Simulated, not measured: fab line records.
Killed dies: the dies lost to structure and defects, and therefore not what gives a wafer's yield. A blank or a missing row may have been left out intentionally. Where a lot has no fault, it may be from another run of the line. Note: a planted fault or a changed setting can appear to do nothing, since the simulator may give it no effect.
Chamber matching -- flow n5Finfet -- 4 sister chambers for N5_BEOL_M8_DESCUM_16 on rieDiel-04
The step chemistry O2, time 7.9 s. 4 wafers are shown with their chamber, then 9 later ones without.

== WAFERS WITH THEIR CHAMBER ==
wafer,chamber,showerheadPlenumPTorr (Torr)
L084.1,3,2.16
L084.3,2,2.07
L084.5,0,2.09
L084.6,1,2.12

== WAFERS WITH NO CHAMBER GIVEN ==
wafer,showerheadPlenumPTorr (Torr)
L090.1,2.15
L090.3,2.06
L090.5,2.15
L093.2,2.11
L093.4,2.08
L093.6,2.08
L095.1,2.15
L095.3,2.08
L095.4,2.06

== EACH ONE'S CHAMBER ==
wafer,from the rows above,in truth
L090.1,can't be placed: 3 or 1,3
L090.3,2,2
L090.5,can't be placed: 3 or 1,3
L093.2,can't be placed: 1 or 0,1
L093.4,can't be placed: 0 or 2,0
L093.6,can't be placed: 0 or 2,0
L095.1,can't be placed: 3 or 1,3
L095.3,can't be placed: 0 or 2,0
L095.4,2,2
2 of 9 placed correctly. Cannot be placed on the basis of these rows: 7; the candidates contain the true chamber in 7. 0 placed wrongly.
How it was worked out, from the rows above alone: a wafer's distance from a chamber is the root of the sum, over the readings, of the square of ((its reading less the chamber's mean) divided by the reading's scatter). The wafer belongs to the nearest chamber; if the next one is less than 2 further off, it can't be placed. For every chamber, the mean is computed from those of its wafers that are shown. The scatter: with one shown wafer a chamber, the root of the mean of the squares of how far each hidden wafer lies from its nearest shown one.
